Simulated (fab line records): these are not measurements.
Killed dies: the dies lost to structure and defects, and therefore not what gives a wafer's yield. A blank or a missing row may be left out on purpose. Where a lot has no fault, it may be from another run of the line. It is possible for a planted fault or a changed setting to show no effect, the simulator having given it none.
Matching of chambers | flow n5Finfet | 4 sister chambers for N5_DUMMY_GATE_STRIP_41 on rieDiel-01
The step strips in O2. 14 wafers are shown with their chamber, then 7 later ones without.

WAFERS WITH THEIR CHAMBER
wafer  | chamber | showerheadPlenumPTorr (Torr) | throttleValvePct (%) | oesProductAu (a.u.)
L079.3 | 0       | 2.23                         | 16.67                | 0.86
L079.4 | 1       | 2.21                         | 16.32                | 0.81
L079.6 | 3       | 2.18                         | 16.57                | 0.74
L083.2 | 0       | 2.23                         | 16.70                | 0.85
L083.5 | 1       | 2.21                         | 16.34                | 0.80
L083.6 | 2       | 2.00                         | 16.46                | 0.76
L086.1 | 0       | 2.23                         | 16.71                | 0.84
L086.3 | 1       | 2.21                         | 16.36                | 0.79
L086.5 | 2       | 2.00                         | 16.50                | 0.75
L089.1 | 2       | 2.00                         | 16.48                | 0.74
L089.4 | 0       | 2.23                         | 16.72                | 0.83
L089.5 | 1       | 2.21                         | 16.34                | 0.79
L093.1 | 3       | 2.17                         | 16.63                | 0.72
L093.3 | 2       | 2.00                         | 16.50                | 0.74

SIGNATURES, as means of the wafers listed above
reading               | chamber 0 | chamber 1 | chamber 2 | chamber 3 | scatter within a chamber
showerheadPlenumPTorr | 2.2300    | 2.2100    | 2.0000    | 2.1750    | 0.00224
throttleValvePct      | 16.7000   | 16.3400   | 16.4850   | 16.6000   | 0.0226
oesProductAu          | 0.8450    | 0.7975    | 0.7475    | 0.7300    | 0.0112
Rule: for each reading, subtract the chamber's mean from the wafer's reading, divide by that reading's scatter and square the result; add these up over the readings and take the root, which gives the wafer's distance from the chamber. If the next closest chamber is less than 2 further off than the closest, the wafer can't be placed; otherwise it belongs to the closest. The scatter: take each reading less its chamber's mean, square it, sum over the shown wafers, divide by the number of wafers less the number of chambers, and take the root.

WAFERS MISSING THEIR CHAMBER
wafer  | showerheadPlenumPTorr (Torr) | throttleValvePct (%) | oesProductAu (a.u.)
L093.6 | 2.22                         | 16.73                | 0.82
L094.2 | 2.00                         | 16.52                | 0.73
L094.3 | 2.17                         | 16.61                | 0.72
L094.5 | 2.20                         | 16.39                | 0.78
L095.1 | 2.17                         | 16.61                | 0.72
L095.3 | 2.22                         | 16.72                | 0.82
L095.4 | 2.20                         | 16.37                | 0.78

WHICH CHAMBER EACH ONE RAN IN
wafer  | from the rows above | in truth
L093.6 | 0                   | 0
L094.2 | 2                   | 2
L094.3 | 3                   | 3
L094.5 | 1                   | 1
L095.1 | 3                   | 3
L095.3 | 0                   | 0
L095.4 | 1                   | 1
7 of 7 placed correctly. Left unplaced by these rows: 0. 0 placed wrongly.
